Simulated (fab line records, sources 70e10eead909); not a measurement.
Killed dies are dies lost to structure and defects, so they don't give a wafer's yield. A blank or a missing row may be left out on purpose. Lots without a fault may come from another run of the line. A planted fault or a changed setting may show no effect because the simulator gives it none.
fab line records | flow nand_harc
record lots=5 wafers=15 last_day=30
route steps=1302 shown A_CONTACT@1042 END@1302
lots that met no fault: from a run of the same line without faults
start_h: hours from the record's first day to the start of the lot's first wafer shown | wait_h: hours since the lot's step before | " the same as in the row above | L1.1+2: a row that stands for several wafers | - no value, or no start given | * or withheld: withheld | < > ~ a bound
route shown NAME@n: a module of which the file shows steps, and the number in the route of the first | usual: mean/standard deviation of fault-free wafers | same: alike in all rows | chamber/n: place in a boat | sites: the reading at each site | _std_site: their standard deviation | _edge_site: outer sites' mean less inner sites' | radius_mm: how far each site lies from the wafer's centre | mask NAME#n: copy n | behind: the tool/chamber that last shaped the wafer | hold: why the lot was held/for how many hours/how that ended | device: the transistor (n, p or np) that didn't switch | end of line: the same wafers' tests at the end of the route | a step without rows: its recipe alone | killed: dies lost to structure and defects at the first sort, not the wafer's yield | map: a wafer's dies, x killed, . not, _ none there
set.NAME: the setting as run; set.NAME@STEP: as run at that earlier step | model.NAME: the simulator's own value behind a step, which no gauge read
lots at some steps of the route; a table a step, a row a wafer
services: from which hour (start_h, from the record's first day; less than 0 if before it) a tool's chamber was out of use, for how many hours, and why
## steps
# step NHARC_A_CONTACT_DESCUM_74
# recipe time_s=3 o2_flow_sccm=200 ar_flow_sccm=0 bias_power_w=0 chemistry=O2
# step NHARC_A_CONTACT_ETCH_75
# recipe target_depth_a=390 over_etch_frac=0.3 time_s=65 ion_energy_ev=80 cf4_flow_sccm=150 ar_flow_sccm=0 rf_w=300 bias_w=100 chemistry=CF4
# step NHARC_A_CONTACT_ETCH_76
# recipe target_depth_a=2600 over_etch_frac=0.3 time_s=475.3 ion_energy_ev=200 n2_flow_sccm=150 h2_flow_sccm=150 ar_flow_sccm=0 rf_w=400 bias_w=150 chemistry=N2/H2
# step NHARC_A_CONTACT_ETCH_77
# recipe target_depth_a=1089 time_s=54.5 cf4_flow_sccm=100 chf3_flow_sccm=30 ar_flow_sccm=0 rf_w=500 bias_w=200 chemistry=CF4/CHF3
# step NHARC_A_CONTACT_ETCH_78
# recipe target_depth_a=53000 over_etch_frac=0.3 time_s=1378 ion_energy_ev=150 o2_flow_sccm=400 cos_flow_sccm=20 ar_flow_sccm=0 rf_w=500 bias_w=300 chemistry=O2/COS
# step NHARC_A_CONTACT_ETCH_124
# recipe source_w=withheld pressure_mtorr=20 bias_v=withheld time_s=140 target_depth_a=7000 ar_flow_sccm=withheld c4f8_flow_sccm=withheld o2_flow_sccm=withheld chemistry=C4F8/O2/Ar
# step NHARC_A_CONTACT_ETCH_125
# recipe source_w=withheld pressure_mtorr=20 bias_v=3000 time_s=197 target_depth_a=19180 ar_flow_sccm=withheld c4f8_flow_sccm=withheld o2_flow_sccm=withheld chemistry=C4F8/O2/Ar
# step NHARC_A_CONTACT_ETCH_126
# recipe source_w=withheld pressure_mtorr=20 bias_v=3000 time_s=197 target_depth_a=19180 ar_flow_sccm=withheld c4f8_flow_sccm=withheld o2_flow_sccm=withheld chemistry=C4F8/O2/Ar
# step NHARC_A_CONTACT_ETCH_127
# recipe source_w=withheld pressure_mtorr=20 bias_v=3000 time_s=197 target_depth_a=19180 ar_flow_sccm=withheld c4f8_flow_sccm=withheld o2_flow_sccm=withheld chemistry=C4F8/O2/Ar
# step NHARC_A_CONTACT_ETCH_128
# recipe source_w=withheld pressure_mtorr=20 bias_v=3000 time_s=197 target_depth_a=19180 ar_flow_sccm=withheld c4f8_flow_sccm=withheld o2_flow_sccm=withheld chemistry=C4F8/O2/Ar
# step NHARC_A_CONTACT_ETCH_129
# recipe source_w=withheld pressure_mtorr=20 bias_v=3000 time_s=197 target_depth_a=19180 ar_flow_sccm=withheld c4f8_flow_sccm=withheld o2_flow_sccm=withheld chemistry=C4F8/O2/Ar
# columns lot.wafer tool chamber start_h wait_h rf_hours_counter_h
L837.2 har_cap_etch-01 1 569.81 0.1 13
L837.3 " 0 " " -
L837.5 " 0 " " -
L840.4 har_cap_etch-02 1 624.31 0.1 -
L840.3 " 0 " " -
L840.6 " 0 " " -
L844.3 har_cap_etch-02 0 632.20 0.1 -
L844.4 " 1 " " -
L844.5 " 1 " " -
L845.1 har_cap_etch-02 0 643.79 0.1 104
L845.3 " 1 " " -
L845.5 " 0 " " -
L843.2 har_cap_etch-02 1 645.95 0.1 106
L843.3 " 1 " " -
L843.6 " 0 " " -
# step NHARC_A_CONTACT_ETCH_130
# recipe source_w=withheld pressure_mtorr=20 bias_v=3000 time_s=197 target_depth_a=19180 ar_flow_sccm=withheld c4f8_flow_sccm=withheld o2_flow_sccm=withheld chemistry=C4F8/O2/Ar
# step NHARC_A_CONTACT_ETCH_131
# recipe source_w=withheld pressure_mtorr=20 bias_v=3000 time_s=197 target_depth_a=19180 ar_flow_sccm=withheld c4f8_flow_sccm=withheld o2_flow_sccm=withheld chemistry=C4F8/O2/Ar
# step NHARC_A_CONTACT_ETCH_132
# recipe source_w=withheld pressure_mtorr=20 bias_v=3000 time_s=197 target_depth_a=19240 ar_flow_sccm=withheld c4f8_flow_sccm=withheld o2_flow_sccm=withheld chemistry=C4F8/O2/Ar
# step NHARC_A_CONTACT_ETCH_133
# recipe source_w=withheld pressure_mtorr=20 bias_v=400 time_s=374 target_depth_a=16100 ar_flow_sccm=withheld c4f8_flow_sccm=11.5 o2_flow_sccm=7.2 chemistry=C4F8/O2/Ar
# step NHARC_A_CONTACT_ETCH_91
# recipe target_depth_a=400 over_etch_frac=0.5 time_s=85.7 ion_energy_ev=120 ch3f_flow_sccm=50 o2_flow_sccm=30 ar_flow_sccm=200 rf_w=500 bias_w=100 chemistry=CH3F/O2
# step NHARC_A_CONTACT_ETCH_97
# recipe target_depth_a=200 over_etch_frac=0.5 time_s=10 ion_energy_ev=250 c4f6_flow_sccm=25 o2_flow_sccm=20 ar_flow_sccm=500 rf_w=600 bias_w=500 chemistry=C4F6/O2
# step NHARC_A_CONTACT_STRIP_103
# recipe n2_flow_sccm=150 h2_flow_sccm=150 ar_flow_sccm=0 bias_w=0 chemistry=N2/H2
# step NHARC_A_CONTACT_STRIP_104
# recipe cf4_flow_sccm=100 chf3_flow_sccm=30 ar_flow_sccm=0 bias_w=0 chemistry=CF4/CHF3
# step NHARC_A_CONTACT_STRIP_105
# recipe o2_flow_sccm=400 cos_flow_sccm=20 ar_flow_sccm=0 bias_w=0 chemistry=O2/COS
# step NHARC_A_CONTACT_ETCH_106
# recipe target_depth_a=900 overetch_a=90 time_s=49.5 ion_energy_ev=100 cf4_flow_sccm=80 o2_flow_sccm=20 ar_flow_sccm=0 rf_w=300 bias_w=100 chemistry=CF4/O2
# step NHARC_A_CONTACT_STRIP_82
# recipe o2_flow_sccm=500 ar_flow_sccm=0 bias_w=0 chemistry=O2
# step NHARC_A_CONTACT_STRIP_83
# recipe time_s=600 temp_c=30 chemistry=post_etch_residue_remover
# step NHARC_A_CONTACT_DEP_84
# recipe target_thk_a=28000 temp_c=400 material=aC
# step NHARC_A_CONTACT_DEP_85
# recipe target_thk_a=600 target_thk_nm=60 temp_c=400 pressure_torr=3.5 flow_sccm=200 rf_w=350 material=SiON
# step NHARC_A_CONTACT_DEHYDRATE_00
# recipe temp_c=150 time_s=120
# step NHARC_A_CONTACT_HMDS_01
# recipe time_s=30
# step NHARC_A_CONTACT_COAT_86
# recipe temp_c=260 time_s=75
# step NHARC_A_CONTACT_COAT_87
# recipe temp_c=225 time_s=65
# step NHARC_A_CONTACT_COAT_02
# recipe spin_rpm=1500 resist_thk_nm=90
# step NHARC_A_CONTACT_SOFTBAKE_03
# recipe temp_c=105 time_s=55
# step NHARC_A_CONTACT_EBR_04
# step NHARC_A_CONTACT_EXPOSE_05
# recipe na=1.35 sigma_outer=0.8 dose_mj=84.24 mask_id=A_CC
# step NHARC_A_CONTACT_PEB_06
# recipe peb_temp_c=100 peb_time_s=65
# step NHARC_A_CONTACT_DEVELOP_07
# recipe develop_time_s=35 dev_temp_c=23
# step NHARC_A_CONTACT_DESCUM_13
# recipe time_s=3 o2_flow_sccm=200 ar_flow_sccm=0 bias_power_w=0 chemistry=O2
# step NHARC_END_SORT_01
# recipe temp_c=25
# usual killed_at_array=51/16 killed_at_other=0.6/0.88 killed_at_periphery=4.0/2.6 killed_dies=55/16 killed_open=3.5/1.9 killed_short=2.3/1.6
# same gross_dies=677
# columns lot.wafer tool chamber start_h wait_h killed_at_array killed_at_other killed_at_periphery killed_dies killed_open killed_short
L844.3 prober-01 0 699.94 3.1 138 0 6 144 5 3
L844.4 prober-01 0 700.74 3.4 119 0 7 126 5 1
L844.5 prober-01 0 701.54 3.7 125 1 4 130 2 5
L845.1 prober-01 0 706.52 2.5 158 0 4 162 7 2
L845.3 prober-01 0 708.12 3.1 120 0 3 123 2 5
L845.5 prober-01 0 709.71 3.7 159 0 2 161 3 2
L843.2 prober-02 0 713.13 2.8 104 0 6 110 3 3
L843.3 prober-02 0 713.92 3.1 117 0 7 124 7 1
L843.6 prober-02 0 716.29 4.0 139 0 5 144 1 2
# killed by level:class
L844.3 A_CONTACT:unspecified=108 A_CHANNEL_HOLE_D1:chamber_film_flake=22 P_GATE:chamber_film_flake=3 P_M0:geometric_particle:open=2 A_M0:geometric_particle:open=2 A_ONON_D1:geometric_particle:open=1 A_ONON_D1:geometric_particle:short=1 A_ONON_D2:geometric_particle:short=1
L844.4 A_CONTACT:unspecified=75 A_CHANNEL_HOLE_D1:chamber_film_flake=32 P_GATE:chamber_film_flake=5 A_SLIT:chamber_film_flake=4 A_ONON_D2:geometric_particle:open=2 A_BONDPAD:chamber_film_flake=2 P_M1:geometric_particle:open=1 A_WL_FILL:geometric_particle:short=1
L844.5 A_CONTACT:unspecified=76 A_CHANNEL_HOLE_D1:chamber_film_flake=35 A_SLIT:chamber_film_flake=3 A_CHANNEL_HOLE_D1:geometric_particle:short=2 P_M2:chamber_film_flake=2 A_CONTACT:chamber_film_flake=2 A_CHANNEL_FILL_D1:geometric_particle:open=1 A_DECK1_JOINT:geometric_particle:short=1
L845.1 A_CONTACT:unspecified=103 A_SLIT:chamber_film_flake=33 A_CHANNEL_HOLE_D2:chamber_film_flake=9 A_CHANNEL_HOLE_D1:chamber_film_flake=3 A_WL_FILL:chamber_film_flake=3 A_M0:geometric_particle:open=2 P_GATE:geometric_particle:open=1 P_CONTACT:geometric_particle:short=1
L845.3 A_CONTACT:unspecified=76 A_SLIT:chamber_film_flake=25 A_CHANNEL_HOLE_D2:chamber_film_flake=8 A_CHANNEL_HOLE_D1:chamber_film_flake=2 P_GATE:chamber_film_flake=2 A_ONON_D1:geometric_particle:short=1 A_DECK1_JOINT:geometric_particle:short=1 A_ONON_D2:geometric_particle:short=1
L845.5 A_CONTACT:unspecified=103 A_SLIT:chamber_film_flake=25 A_CHANNEL_HOLE_D1:chamber_film_flake=11 A_CHANNEL_HOLE_D2:chamber_film_flake=6 A_WL_FILL:chamber_film_flake=3 A_BONDPAD:chamber_film_flake=3 P_CONTACT:geometric_particle:open=2 A_CHANNEL_FILL_D2:geometric_particle:short=2
L843.2 A_CONTACT:unspecified=77 A_CHANNEL_HOLE_D2:chamber_film_flake=16 A_CHANNEL_HOLE_D1:chamber_film_flake=3 A_CHANNEL_HOLE_D2:geometric_particle:open=2 A_ZERO_WELL:chamber_film_flake=2 A_SLIT:chamber_film_flake=2 P_CONTACT:geometric_particle:short=1 P_CONTACT:geometric_particle:open=1
L843.3 A_CONTACT:unspecified=79 A_CHANNEL_HOLE_D2:chamber_film_flake=18 A_CHANNEL_HOLE_D1:chamber_film_flake=5 P_M2:chamber_film_flake=3 A_WL_FILL:geometric_particle:open=2 A_CONTACT:geometric_particle:open=2 P_M0:chamber_film_flake=2 A_ZERO_WELL:chamber_film_flake=2
L843.6 A_CONTACT:unspecified=105 A_CHANNEL_HOLE_D2:chamber_film_flake=17 A_CHANNEL_HOLE_D1:chamber_film_flake=7 A_SLIT:chamber_film_flake=5 P_M2:chamber_film_flake=2 P_GATE:geometric_particle:open=1 P_CONTACT:geometric_particle:short=1 A_WL_FILL:geometric_particle:short=1
# map L843.6 (x killed, . not)
____________.____________
_________......._________
_______..........._______
______.x...........______
_____.xx............_____
____xx.xx............____
____xxxxxx......x....____
___xxxxxxxx...........___
___xxxxxxxxx..........___
__.xxxxxxxx............__
__xxxxxxxxx............__
_.xxxxxxxxx............._
_.xxxxxxxxx............._
_..xxxxxxxx............._
_..xxxxxxxx............._
_.xxxxxxxxx............._
....xxxxxxx..............
....x.xxxx..........x....
.....x.x..x.......x......
......x..x.........x.....
................x...x....
_...x..................._
_.............x....x...._
_................x.xx.x._
_.......x........xxx..x._
_......x........x....x.._
__...x.............xxxx__
__.................x.xx__
___...............x.xx___
___...............x...___
____.......x......x.x____
____..............x..____
_____..............._____
______.............______
_______..........._______
_________......._________
____________.____________
# map L844.3 (x killed, . not)
____________.____________
_________......._________
_______..........._______
______.x...........______
_____.xx............_____
____x.x.xx...........____
____xxxxxx........x..____
___xxxxxxx............___
___xxxxxxxx...........___
__xxxxxxxxxxx..........__
__xxxxxxxx.x.........x.__
_..xxxxxxxxx............_
_.xxxxxxxxxx............_
_..xxxxxxxx...........x._
_.xxxxxxxx.x............_
_.x.xxxxxxxx............_
...xxxxxxxx..............
....xxxxx.x..............
.....x....x..............
......xx.................
.....................x...
_..............x...x...._
_.....................x._
_...................x.x._
_...................x.x._
_..................xx..._
__..................xxx__
__................xx.xx__
___..............xx.xx___
___................xxx___
____.x..........x...x____
____...x...........xx____
_____..............._____
______.............______
_______..........._______
_________......._________
____________.____________
## services
# columns tool chamber start_h hours kind
har_cap_etch-01 - 619.31 0.4 repair
## key
first_sign step=NHARC_END_SORT_01 reading=killed_dies direction=up sigmas=5.1 usual=55 struck=136
effect step=NHARC_END_SORT_01 reading=killed_at_array direction=up sigmas=5.1 usual=51 struck=131
more_kills_born_at NHARC_A_CONTACT_ETCH_129@har_cap_etch-02=781
met_at NHARC_A_CONTACT_ETCH_129
struck_wafers L843.2,L843.3,L843.6,L844.3,L844.4,L844.5,L845.1,L845.3,L845.5
tester_left_out L843,L844,L845
onset_between 624.31 632.20
also_fits time
fault kind=chamber_particle_source tool=har_cap_etch-02 chamber=- onset_h=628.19 steps=NHARC_A_CONTACT_ETCH_129 rate_per_visit_cm2=2.2401 end_h=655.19
# tester_left_out: of these lots the tester's yield and bins aren't shown, on N5 and GAA mostly nor the transistor test; their killed dies are dies lost to structure and defects alone, not to doping, threshold or leakage, so they don't give the yield
